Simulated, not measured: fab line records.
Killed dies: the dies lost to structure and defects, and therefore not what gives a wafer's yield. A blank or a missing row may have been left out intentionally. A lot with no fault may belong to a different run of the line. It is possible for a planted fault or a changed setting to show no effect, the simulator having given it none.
Lot-split experiment ; flow n5-finfet ; route with 1938 steps; 7 lots, 21 wafers read

## THE SPLIT ITSELF
At N5_MOL_CONTACT_COAG_ETCH_124 (etches SiNx in CH3F/O2, stops on SiOC, target depth 6.5 nm), the setting bias-w was moved away from the recipe's 73 W on 7 of the 21 wafers read, by -14.1% to +17.7%. The other wafers ran this setting at the recipe's value.

The split's own step is where the reading is taken.

## THE READING
rf-vpp-V, in V, at N5_MOL_CONTACT_COAG_ETCH_124 (etches SiNx in CH3F/O2, stops on SiOC, target depth 6.5 nm). Typical for fault-free wafers on this fab line: 297 V, with standard deviation 4 V.

wafer;tool, chamber at the split;bias-w as run, W;against the recipe;rf-vpp-V, V;against lot-mates on the recipe
L078.1;rie-diel-05, 2;77.43;+6.1%;314;+15
L078.4;rie-diel-05, 0;77.43;+6.1%;311;+12
L078.5;rie-diel-05, 2;73;recipe;299;-
L081.4;rie-diel-04, 2;73;recipe;302;-
L081.5;rie-diel-04, 0;68.05;-6.8%;279;-20
L081.6;rie-diel-04, 1;73;recipe;295;-
L082.1;rie-diel-05, 1;73;recipe;300;-
L082.2;rie-diel-05, 2;73;recipe;299;-
L082.6;rie-diel-05, 2;73;recipe;299;-
L085.2;rie-diel-02, 2;62.68;-14.1%;257;-36
L085.5;rie-diel-02, 3;73;recipe;295;-
L085.6;rie-diel-02, 2;73;recipe;291;-
L090.1;rie-diel-04, 0;73;recipe;294;-
L090.3;rie-diel-04, 1;73;recipe;294;-
L090.5;rie-diel-04, 1;73;recipe;295;-
L091.3;rie-diel-04, 3;82.65;+13.2%;335;+40
L091.4;rie-diel-04, 0;73;recipe;295;-
L091.6;rie-diel-04, 1;73;recipe;295;-
L094.1;rie-diel-02, 2;85.89;+17.7%;331;+29
L094.2;rie-diel-02, 0;73;recipe;302;-
L094.4;rie-diel-02, 3;85.89;+17.7%;337;+35

FIT RESULTS
A straight line over all 21 wafers: rf-vpp-V changes by +2.43 V for each +1% of bias-w; r = +0.98; the points scatter about the line by 4 V.
The same after taking each lot's own level away (the mean of its wafers on the recipe; 21 wafers): +2.23 V for each +1%; r = +0.97; scatter 4 V.
On that fit, the largest move of bias-w shifts the reading by 39 V.
Across the lots, their own levels run from 293.0 to 302.0 V, a range of 2.2 times the standard deviation given above.
The two slopes are in agreement: the lot-to-lot level therefore moves the slope only a little.
Check: for one of the wafers moved furthest among these (+17.7%), held out of the fit, the line's prediction against its lot-mates is +42.6 V. Against them it came out at +29 V.
Tool readings at the split's step, against how far the setting was moved: rf-vpp-V r = +0.98.

## FURTHER SPLITS ON THESE WAFERS
Note: prior to the reading, these wafers also went through further splits. Each is held against what the fit with the lots' levels taken away leaves over:
other split on the same wafers;wafers away from the commonest value;r with rf-vpp-V (lot level and that fit taken away)
N5_HKMG_FIN_DEVELOP_48 develop-time-s;4;+0.55
N5_GATE_CUT_ETCH_58 bias-w;10;-0.39
N5_MOL_CONTACT_COAG_ETCH_105 bias-w;7;+0.12
N5_MOL_CONTACT_COAG_ETCH_15 source-w;7;+0.28
N5_MOL_CONTACT_COAG_VIA_ETCH_117 bias-w;3;+0.30

## THE FILE'S OWN FIT
rf-vpp-V changes by +2.37 V for each +1% of bias-w, r = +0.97.
